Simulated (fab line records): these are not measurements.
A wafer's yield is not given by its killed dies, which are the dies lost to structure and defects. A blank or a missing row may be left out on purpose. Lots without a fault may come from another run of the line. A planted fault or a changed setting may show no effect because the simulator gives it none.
Struck lot and sound lot, side by side || flow n5 finfet || 36 steps out of a route of 1938
Sound: wafers L687.2, L687.3, L687.5. Struck: wafers L703.1, L703.5. (L703.6 of the same lot was not struck and is left out.) The cause comes at the end.
Each step with rows lists, per side, the tool, then ch with its chambers, then its first start. Under that, the readings that differ: sound wafers || struck wafers || difference of the means || sigmas: that difference in standard deviations of wafers without a fault.
alike: words and numbers the same on both sides, and readings whose means are apart by under 2 such deviations; not compared: readings that were withheld, readings missing a value for some wafer, numbers with overlapping values and no deviation given by the record, and bounds like >300 which may hide the same value.
The two part at a step that has a row with sigmas, a row that says differs or no value, or rows on one side only. Non-overlapping numbers with no deviation appear without sigmas and do not part them. A reading missing from all wafers of one side parts the sides only when that side holds two or more wafers.

first, 9 steps without rows for these wafers: N5_MOL_CONTACT_COAG_SRD_128 (dry time 32 s); N5_MOL_CONTACT_COAG_CMP_52 (polishes, stops on SiO2, t overpolish 1.5 s, target thk 66.5 nm); N5_MOL_CONTACT_COAG_ANNEAL_112 (time 1800 s); N5_BEOL_M0_SAQP_PECVD_00 (deposits SiCN from 3MS/NH3, target thk 8 nm, time 14 s); N5_BEOL_M0_SAQP_ILD_DEP_01 (deposits SiOC from DEMS/O2, target thk 45.419 nm, time 8.7 s); N5_BEOL_M0_SAQP_HM_DEP_02 (deposits TiN, target thk 12 nm); N5_BEOL_M0_SAQP_PECVD_03 (deposits SiCN from 3MS/NH3, target thk 12 nm, time 21.1 s); N5_BEOL_M0_SAQP_PECVD_96 (deposits a-Si from SiH4/He, target thk 45 nm, time 45.2 s); N5_BEOL_M0_SAQP_PECVD_97 (deposits SiNx from SiH4/NH3/N2, target thk 23 nm, time 19.9 s).
N5_BEOL_M0_SAQP_PECVD_04: deposits a-Si from SiH4/He, target thk 60 nm, time 60.2 s.
  sound on pecvd-04 ch 0,2, day 6 20:47; struck on pecvd-04 ch 1,2, day 10 07:08
{"reading": "model.a-Si_of_BEOL_M0_SAQP_PECVD_04.thk nm (nm)", "sound": "59.6 59.8 60.6", "struck": "64.4 65", "difference": "+4.7", "sigmas": ""}
  alike: heater power w, showerhead plenum p Torr, throttle valve pct
N5_BEOL_M0_SAQP_THK_MEAS_05:
  struck on film metro-02, day 10 07:14; sound on film metro-01, day 6 20:53
{"reading": "thk nm (nm)", "sound": "59.6 59.7 60.5", "struck": "64.3 65.0", "difference": "+4.7", "sigmas": "+7"}
then, 15 steps without rows for these wafers: N5_BEOL_M0_SAQP_HM_DEP_111 (deposits SiO2 from SiH4/N2O, target thk 12 nm, time 7.2 s); N5_BEOL_M0_SAQP_COAT_81 (time 60 s, resist thk 100 nm); N5_BEOL_M0_SAQP_COAT_82 (time 60 s, resist thk 30 nm); N5_BEOL_M0_SAQP_COAT_08 (resist thk 90 nm); N5_BEOL_M0_SAQP_EBR_10; N5_BEOL_M0_SAQP_SOFTBAKE_09 (time 60 s); N5_BEOL_M0_SAQP_EXPOSE_11 (exposes mask M0 CORE, target cd 42 nm); N5_BEOL_M0_SAQP_PEB_12 (peb time 60 s); N5_BEOL_M0_SAQP_DEVELOP_13 (develop time 30 s); N5_BEOL_M0_SAQP_DESCUM_19 (chemistry O2, time 7.9 s); N5_BEOL_M0_SAQP_ETCH_83 (etches SiARC in CF4, target depth 39 nm, time 65 s); N5_BEOL_M0_SAQP_ETCH_84 (etches SOC in N2/H2, target depth 100 nm, overetch 20 nm, time 150 s); N5_BEOL_M0_SAQP_STRIP_80 (strips in N2/H2); N5_BEOL_M0_SAQP_HM_OPEN_112 (chemistry CHF3/O2, target SiO2, stops on a-Si, target depth 12 nm, time 13.5 s); N5_BEOL_M0_SAQP_STRIP_113 (strips in CHF3/O2).
N5_BEOL_M0_SAQP_MANDREL_ETCH_20: etches a-Si in HBr/Cl2, stops on SiNx, target depth 60 nm, bt time 10 s, time 30 s.
  sound on rie si-06 ch 0,1,3, day 7 01:04; struck on rie si-04 ch 1,3, day 10 08:05
{"reading": "model.etch.depth nm (nm)", "sound": "59.57 59.71 60.53", "struck": "64.3 64.95", "difference": "+4.7", "sigmas": ""}
  alike: bias w, drypump motor current A, oes product au, throttle valve pct
  not compared: rf hours counter h
then, 5 steps without rows for these wafers: N5_BEOL_M0_SAQP_STRIP_86 (strips in N2/H2); N5_BEOL_M0_SAQP_STRIP_115 (strips in post etch residue remover, time 60 s); N5_BEOL_M0_SAQP_SRD_93 (time 30 s); N5_BEOL_M0_SAQP_RECESS_114 (chemistry HF/NH3, target SiO2, target depth 14.4 nm, afs cycles 3, sublimation time 60 s); N5_BEOL_M0_SAQP_SPACER1_ALD_98 (deposits SiO2, target thk 12.8 nm, pulse time 1 s, purge time 2 s).
N5_BEOL_M0_SAQP_SPACER1_ETCHBACK_99: etches SiO2 in CHF3/O2, target depth 15.4 nm, time 7.7 s.
  sound on rie diel-06 ch 1,3, day 7 02:17; struck on rie diel-01 ch 1,2, day 10 10:02
{"reading": "drypump motor current A (A)", "sound": "5.2 5.2 5.2", "struck": "6.3 6.4", "difference": "+1.1", "sigmas": "+2"}
{"reading": "model.a-Si_of_BEOL_M0_SAQP_PECVD_04.thk nm (nm)", "sound": "59 59 60", "struck": "63.6 64.4", "difference": "+4.7", "sigmas": ""}
  alike: CHF3_flow_sccm, O2_flow_sccm, bias w, oes product au, rf vpp V, showerhead plenum p Torr, throttle valve pct
  not compared: rf hours counter h
then, 1 step without rows for these wafers: N5_BEOL_M0_SAQP_MANDREL1_REMOVE_100 (chemistry HBr/Cl2/O2, target a-Si, stops on SiNx, bt time 10 s).
-- the record jumps here: 3 days lie between the struck wafers' starts before and after (it left off in module BEOL_M0_SAQP and takes up again in module BEOL_M4, whose first step shown is number 1111 of the route) --
N5_BEOL_M4_RC_MEAS_101:
  sound on prober-01 ch 0, day 11 10:03; struck on prober-02 ch 0, day 13 07:52
{"reading": "IOFF_P (nA/um)", "sound": "0.20 0.18 0.19", "struck": "0.27 0.32", "difference": "+0.11", "sigmas": "+3"}
{"reading": "ION_P (uA/um)", "sound": "463 459 462", "struck": "473 483", "difference": "+17", "sigmas": "+2"}
{"reading": "VT_P (mV)", "sound": "-253 -251 -252", "struck": "-246 -243", "difference": "+8", "sigmas": "+2"}
  alike: DIBL_N, DIBL_P, IOFF_N, ION_N, SS_N, SS_P, VT_N
-- a jump in the record: the struck wafers' starts before and after are 5 days apart (it breaks off in module BEOL_M4 and resumes in module PASSIVATION, where the first step shown is number 1936 of the route) --
N5_PASSIVATION_PROBE_49:
  struck on prober-01, day 17 23:42; sound on prober-01, day 15 10:53
{"reading": "killed open", "sound": "48 62 51", "struck": "95 74", "difference": "+31", "sigmas": "+2"}
  alike: defect limited yield, killed_at_M0_to_M3, killed_at_M4_up, killed at contacts, killed at front end, killed at other, killed dies, killed short, sort_bin_5_function, sort_bin_6_memory, sort n pass, sort yield pct

## WHERE THEY PART
Earliest at N5_BEOL_M0_SAQP_THK_MEAS_05; latest, in this record, at N5_PASSIVATION_PROBE_49.

WHY: what the simulator had put in
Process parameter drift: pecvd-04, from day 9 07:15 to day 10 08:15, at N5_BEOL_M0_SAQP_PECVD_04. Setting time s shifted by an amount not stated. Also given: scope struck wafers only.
